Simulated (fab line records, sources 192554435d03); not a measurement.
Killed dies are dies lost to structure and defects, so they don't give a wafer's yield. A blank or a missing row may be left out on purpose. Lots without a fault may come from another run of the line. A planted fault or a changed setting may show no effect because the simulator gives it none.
Problem report in the 8D (eight disciplines) form, filled by code | flow n5_finfet | the parts of the form that need people (team, actions taken, sign-off) are left out

1. THE PROBLEM
bias_w at N5_GATE_CUT_ETCH_56 reads a mean of 47.15 W on 2 wafers of 2 lots; wafers without a fault read 60.01 W with a standard deviation of 0.18. That is -71 standard deviations from the usual mean.
The step: etches TiN in Cl2/Ar, target depth 21.6 nm.
First seen on wafer L511.3, day 6 08:30, on rie_metal-03. The record holds 18 wafers of 6 lots with a number at this step. Rule for "out", or "out of limits": more than 4 standard deviations from the usual mean. The other wafers with a number count as sound.

2. WHAT IT IS AND WHAT IT IS NOT
question                    | is               | is not
which readings at this step | bias_w           | drypump_motor_current_A, he_backside_leak_sccm, oes_product_au, throttle_valve_pct
which lots                  | L511, L512       | L505, L509, L513, L525
which wafers of those lots  | L511.3, L512.2   | L511.4, L511.6, L512.1, L512.5
read on which tools         | rie_metal-03     | rie_metal-02
when                        | from day 6 08:30 | up to then (8 sound wafers); but 8 sound wafers of L512, L513, L525 came after

3. SUSPECTS, AND WHAT RULES EACH OUT
Counting: a tool at a process step up to the reading stays a suspect if it ran every lot that is out. Sound lots after the first of them don't rule it out here, since some wafers of a struck lot are sound.
- rie_metal-03 at N5_GATE_CUT_ETCHBACK_00 (etches W in SF6/Cl2): kept. It ran every lot that is out, first L511 (day 6 08:23); its last sound lot up to then is L509 (day 5 20:41).
- rie_metal-03 at N5_GATE_CUT_ETCH_56 (etches TiN in Cl2/Ar, target depth 21.6 nm): kept. It ran every lot that is out, first L511 (day 6 08:30); its last sound lot up to then is L509 (day 5 20:48). Its own readings are out on those wafers: bias_w.
- Within rie_metal-03 at N5_GATE_CUT_ETCHBACK_00: the wafers that are out ran in chamber 0; their sound lot-mates ran in chamber 1.
- Within rie_metal-03 at N5_GATE_CUT_ETCH_56: the wafers that are out ran in chamber 0; their sound lot-mates ran in chamber 1.
Left after counting: rie_metal-03 at N5_GATE_CUT_ETCHBACK_00, rie_metal-03 at N5_GATE_CUT_ETCH_56.

4. THE CAUSE (what the simulator had put in)
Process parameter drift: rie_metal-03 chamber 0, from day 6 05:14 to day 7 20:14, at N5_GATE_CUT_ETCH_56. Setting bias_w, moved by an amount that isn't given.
Counting left 2 suspects, and this tool is among them.

5. THE CHAIN OF EFFECTS, in route order
Each row: a reading whose mean over the struck wafers that have a number lies more than 3 standard deviations from the usual. Only readings for which the record gives a usual standard deviation are gone through. hours: the time from each lot's start at the first step in this table that gives one to its start at this step, as a median over the lots. sigmas: the change in usual standard deviations.
hours | step                | reading | usual   | on struck wafers | change | sigmas
0     | N5_GATE_CUT_ETCH_56 | bias_w  | 60.01 W | 47.15            | -12.86 | -71
The process steps in it:
- N5_GATE_CUT_ETCH_56: etches TiN in Cl2/Ar, target depth 21.6 nm.
Later measuring or inspecting steps at which every struck wafer that the step has a row for has a number for every such reading, and none has moved that far: N5_BEOL_M4_RC_MEAS_101.

6. WHAT WOULD HAVE CAUGHT IT SOONER
In this record the first reading out of limits was taken at day 6 08:30, 3 hours after the fault began at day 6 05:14.
